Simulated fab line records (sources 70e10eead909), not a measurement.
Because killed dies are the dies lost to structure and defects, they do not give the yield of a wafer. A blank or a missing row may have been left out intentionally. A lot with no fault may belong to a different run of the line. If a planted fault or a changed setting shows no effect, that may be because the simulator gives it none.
Which tool did it? ; flow nand harc ; 24 lots, 72 wafers sampled, at 6 steps of a route of 1302

## WHAT THE GAUGES SHOWED, per wafer
NHARC_A_M0_CD_MEAS_16.
lot;measured;on;cd nm (nm)
L074;day 23 04:16;cd sem-02;79.6 79.6 79.8
L077;day 23 12:02;cd sem-01;81.3 79.8 81.1
L075;day 23 13:32;cd sem-02;81.1 79.8 80.2
L076;day 23 16:11;cd sem-02;79.7 80.3 79.8
L078;day 24 10:34;cd sem-01;78.8 79.5 79.7
L079;day 25 01:16;cd sem-02;80.5 81.8 80.3
L080;day 25 13:39;cd sem-03;77.8 78.6 80.2
L081;day 26 13:07;cd sem-03;81.2 79.9 81.2
L082;day 26 18:54;cd sem-02;80.3 80.4 79.7
L083;day 26 21:36;cd sem-02;79.3 77.9 78.6
L084;day 27 03:58;cd sem-02;79.0 79.5 79.8
L086;day 27 06:40;cd sem-01;79.8 78.6 80.0
L085;day 27 15:20;cd sem-03;78.9 79.9 79.8
L088;day 28 10:26;cd sem-02;79.6 81.1 79.0
L089;day 28 14:32;cd sem-01;79.6 79.2 80.0
L087;day 28 17:32;cd sem-02;81.3 79.9 79.0
L091;day 29 21:41;cd sem-02;80.8 80.5 79.6
L090;day 29 23:08;cd sem-01;80.2 79.7 80.5
L092;day 30 16:43;cd sem-01;81.3 80.1 80.1
L093;day 30 17:15;cd sem-01;79.5 80.0 79.9
L095;day 31 07:34;cd sem-01;80.3 80.5 80.5
L094;day 31 08:31;cd sem-01;80.3 79.6 80.2
L097;day 32 18:21;cd sem-02;80.6 80.4 79.9
L096;day 32 21:22;cd sem-02;80.5 78.7 80.3

NHARC_A_M1_OVL_MEAS_10: pitch 240 nm.
lot;measured;on;overlay x nm (nm);overlay y nm (nm)
L074;day 23 07:58;overlay-01;0.3 0.3 0.3;-0.9 -0.9 -0.8
L077;day 23 15:43;overlay-01;-0.3 -0.2 -0.4;0.3 0.7 1.0
L075;day 23 17:11;overlay-01;1.2 1.0 1.7;0.3 -0.1 0.9
L076;day 23 19:43;overlay-01;0.4 0.1 0.1;-1.3 -0.5 -1.0
L078;day 24 14:06;overlay-01;0.9 -0.1 0.7;-0.2 -0.1 -0.2
L079;day 25 04:56;overlay-02;1.4 1.5 1.0;-1.4 -1.1 -1.5
L080;day 25 17:41;overlay-02;-0.3 0.1 0.1;-1.1 -1.4 -1.4
L081;day 26 16:47;overlay-02;-1.0 -0.7 -0.8;-2.4 -2.4 -2.2
L082;day 26 22:26;overlay-01;-1.1 -0.9 -0.3;1.0 0.7 1.3
L083;day 27 01:10;overlay-02;-2.1 -1.5 -2.1;-1.0 -1.0 -1.0
L084;day 27 07:33;overlay-02;0.8 1.4 0.2;1.1 0.9 1.1
L086;day 27 10:22;overlay-01;0.1 0.6 0.0;-1.0 -0.7 -0.6
L085;day 27 19:01;overlay-02;-0.2 0.6 0.4;0.7 1.1 1.0
L088;day 28 13:58;overlay-02;0.6 1.4 1.1;1.0 0.5 0.6
L089;day 28 18:26;overlay-01;-0.4 -0.5 -0.1;1.4 0.9 0.9
L087;day 28 21:22;overlay-01;0.6 0.5 0.0;0.6 0.3 0.4
L091;day 30 01:26;overlay-01;0.5 0.8 1.0;0.0 0.1 0.5
L090;day 30 02:58;overlay-01;-0.2 0.0 -0.2;0.2 -0.4 0.2
L092;day 30 20:42;overlay-02;0.3 0.5 0.6;0.3 0.9 0.2
L093;day 30 20:57;overlay-01;0.3 1.0 0.9;0.9 1.1 1.2
L095;day 31 11:08;overlay-01;0.7 1.3 1.2;-1.6 -0.7 -0.6
L094;day 31 12:14;overlay-01;0.3 0.4 0.9;1.1 0.7 0.3
L097;day 32 22:00;overlay-02;0.5 0.9 0.4;-1.0 -0.7 -0.6
L096;day 33 01:02;overlay-01;1.9 2.0 1.8;1.2 1.4 1.3

## WHAT TOOL EACH LOT RAN ON (gives the tool, then ch and the chambers of the sampled wafers, and finally the start)
lot;NHARC_A_CONTACT_ETCH_134;NHARC_A_CONTACT_ETCH_138;NHARC_A_CONTACT_CVD_19;NHARC_A_M0_CMP_23
L074;har cap etch-02 ch 0,1, day 22 18:26;har cap etch-02 ch 0,1, day 22 19:27;cvd w-01 ch 0,1, day 23 04:16 or earlier;cmp-02 ch 1,2,3, day 23 06:04
L077;har cap etch-02 ch 0,1, day 23 02:04;har cap etch-02 ch 0,1, day 23 03:05;cvd w-02 ch 0, day 23 12:02 or earlier;cmp-04 ch 0,1,3, day 23 13:46
L075;har cap etch-03 ch 0,1, day 23 03:16;har cap etch-03 ch 0,1, day 23 04:16;cvd w-01 ch 0,1, day 23 13:32 or earlier;cmp-04 ch 0,2,3, day 23 15:16
L076;har cap etch-02 ch 0,1, day 23 06:31;har cap etch-02 ch 0,1, day 23 07:32;cvd w-02 ch 0,1, day 23 16:11 or earlier;cmp-02 ch 0,1,3, day 23 17:55
L078;har cap etch-02 ch 0,1, day 24 00:54;har cap etch-02 ch 0,1, day 24 01:55;cvd w-02 ch 0,1, day 24 10:34 or earlier;cmp-04 ch 0,1, day 24 12:18
L079;har cap etch-02 ch 0,1, day 24 15:34;har cap etch-02 ch 0,1, day 24 16:35;cvd w-01 ch 0,1, day 25 01:16 or earlier;cmp-04 ch 1,2,3, day 25 03:02
L080;har cap etch-02 ch 0,1, day 25 04:00;har cap etch-02 ch 0,1, day 25 05:01;cvd w-01 ch 0,1, day 25 13:39 or earlier;cmp-02 ch 1,2, day 25 15:35
L081;har cap etch-01 ch 0,1, day 26 02:59;har cap etch-01 ch 0,1, day 26 04:26;cvd w-02 ch 0,1, day 26 13:07 or earlier;cmp-04 ch 0,2,3, day 26 14:49
L082;har cap etch-01 ch 0,1, day 26 09:05;har cap etch-01 ch 0,1, day 26 10:06;cvd w-02 ch 0, day 26 18:54 or earlier;cmp-04 ch 0,2, day 26 20:38
L083;har cap etch-01 ch 0,1, day 26 12:03;har cap etch-01 ch 0,1, day 26 13:04;cvd w-01 ch 0,1, day 26 21:36 or earlier;cmp-04 ch 1,2, day 26 23:20
L084;har cap etch-03 ch 0,1, day 26 18:13;har cap etch-03 ch 0,1, day 26 19:13;cvd w-01 ch 0,1, day 27 03:58 or earlier;cmp-04 ch 0,1,2, day 27 05:42
L086;har cap etch-02 ch 0,1, day 26 20:41;har cap etch-02 ch 0,1, day 26 21:44;cvd w-02 ch 0,1, day 27 06:40 or earlier;cmp-03 ch 0,3, day 27 08:31
L085;har cap etch-03 ch 0,1, day 27 05:53;har cap etch-03 ch 0,1, day 27 06:55;cvd w-01 ch 0,1, day 27 15:20 or earlier;cmp-04 ch 0,3, day 27 17:04
L088;har cap etch-01 ch 0, day 28 00:23;har cap etch-01 ch 0, day 28 01:25;cvd w-02 ch 0, day 28 10:26 or earlier;cmp-02 ch 0,1, day 28 12:08
L089;har cap etch-02 ch 0,1, day 28 04:46;har cap etch-02 ch 0,1, day 28 05:49;cvd w-01 ch 0,1, day 28 14:32 or earlier;cmp-03 ch 2,3, day 28 16:14
L087;har cap etch-01 ch 0,1, day 28 08:14;har cap etch-01 ch 0,1, day 28 09:15;cvd w-02 ch 0, day 28 17:32 or earlier;cmp-04 ch 0,1,3, day 28 19:34
L091;har cap etch-03 ch 0,1, day 29 12:02;har cap etch-03 ch 0,1, day 29 13:04;cvd w-02 ch 1, day 29 21:41 or earlier;cmp-02 ch 1,2, day 29 23:28
L090;har cap etch-03 ch 0, day 29 13:36;har cap etch-03 ch 0, day 29 14:38;cvd w-01 ch 0,1, day 29 23:08 or earlier;cmp-03 ch 0,2, day 30 00:52
L092;har cap etch-01 ch 0,1, day 30 06:52;har cap etch-01 ch 0,1, day 30 07:54;cvd w-01 ch 0,1, day 30 16:43 or earlier;cmp-02 ch 0,2, day 30 18:29
L093;har cap etch-03 ch 0,1, day 30 07:43;har cap etch-03 ch 0,1, day 30 08:44;cvd w-02 ch 0,1, day 30 17:15 or earlier;cmp-02 ch 0,1,3, day 30 19:04
L095;har cap etch-03 ch 0,1, day 30 21:52;har cap etch-03 ch 0,1, day 30 23:02;cvd w-02 ch 0,1, day 31 07:34 or earlier;cmp-03 ch 0,2,3, day 31 09:23
L094;har cap etch-02 ch 0,1, day 30 22:44;har cap etch-02 ch 0,1, day 31 00:00;cvd w-01 ch 0,1, day 31 08:31 or earlier;cmp-02 ch 0,2,3, day 31 10:16
L097;har cap etch-02 ch 0,1, day 32 08:58;har cap etch-02 ch 0,1, day 32 09:59;cvd w-02 ch 0, day 32 18:21 or earlier;cmp-03 ch 0,3, day 32 20:03
L096;har cap etch-01 ch 0,1, day 32 11:17;har cap etch-01 ch 0,1, day 32 12:38;cvd w-02 ch 0,1, day 32 21:22 or earlier;cmp-03 ch 1,2,3, day 32 23:06
- NHARC_A_CONTACT_ETCH_134: etches the open film in C4F8/O2/Ar, time 140 s, target depth 700 nm.
- NHARC_A_CONTACT_ETCH_138: etches the open film in C4F8/O2/Ar, time 311 s, target depth 1914 nm.
- NHARC_A_CONTACT_CVD_19: deposits W, target thk 300 nm, time 802 s.
- NHARC_A_M0_CMP_23: polishes, t overpolish 20 s, target thk 113.75 nm.

## AS READ BY THE TOOLS THEMSELVES (means over the sampled wafers that have a number; for cases with no such wafer, the mark the record gives instead)
NHARC_A_CONTACT_CVD_19.
lot;tool;heater power w (W);throttle valve pct (%)
L074;cvd w-01;562;8.1
L077;cvd w-02;409;7.9
L075;cvd w-01;566;7.9
L076;cvd w-02;439;8.3
L078;cvd w-02;438;8.4
L079;cvd w-01;560;7.8
L080;cvd w-01;555;7.9
L081;cvd w-02;428;8.0
L082;cvd w-02;412;7.8
L083;cvd w-01;580;7.6
L084;cvd w-01;556;7.9
L086;cvd w-02;442;8.4
L085;cvd w-01;577;7.9
L088;cvd w-02;403;7.9
L089;cvd w-01;571;8.0
L087;cvd w-02;405;7.9
L091;cvd w-02;449;8.1
L090;cvd w-01;567;8.0
L092;cvd w-01;555;7.9
L093;cvd w-02;440;8.2
L095;cvd w-02;442;8.2
L094;cvd w-01;574;7.8
L097;cvd w-02;400;8.1
L096;cvd w-02;428;8.3

NHARC_A_M0_CMP_23.
lot;tool;motor current A (A);time to endpoint s (s)
L074;cmp-02;13.0;27.7
L077;cmp-04;12.1;25.2
L075;cmp-04;12.0;29.6
L076;cmp-02;12.7;25.6
L078;cmp-04;12.5;26.4
L079;cmp-04;11.6;25.4
L080;cmp-02;12.8;30.7
L081;cmp-04;12.1;27.6
L082;cmp-04;11.7;28.6
L083;cmp-04;10.9;27.5
L084;cmp-04;11.7;27.3
L086;cmp-03;11.8;31.2
L085;cmp-04;12.6;32.4
L088;cmp-02;13.7;26.3
L089;cmp-03;11.5;31.4
L087;cmp-04;12.1;25.6
L091;cmp-02;13.2;31.6
L090;cmp-03;11.4;26.3
L092;cmp-02;12.2;31.4
L093;cmp-02;12.5;31.6
L095;cmp-03;11.6;27.9
L094;cmp-02;11.4;26.5
L097;cmp-03;11.7;28.3
L096;cmp-03;11.0;28.1

## THE ANSWER, worked out from the rows above alone
Rule: usual is defined by the lots themselves. The widest of any qualifying gaps counts: lots, ordered by their means at a reading, are off when they make up no more than a third of the lots, leave a main group of 4 or more, and stand apart from it by 3 or more times the standard deviation of that group's means. A main group whose means are all the same, to the digits that the tables above print for the reading, isn't used. Also off: a lot with no number at a reading for which 4 or more lots have one. All remaining lots with rows at the step are treated as sound. After the gauges, taken in route order, come the tools' own readings; for these a lot's mean is taken, as printed above. At the first step where some lot is off, the reading lying furthest off is the one used; lots without a number count as furthest.
No lot is off at any reading shown: from this, nothing can be told.

## WHAT THE SIMULATOR HAD PUT IN
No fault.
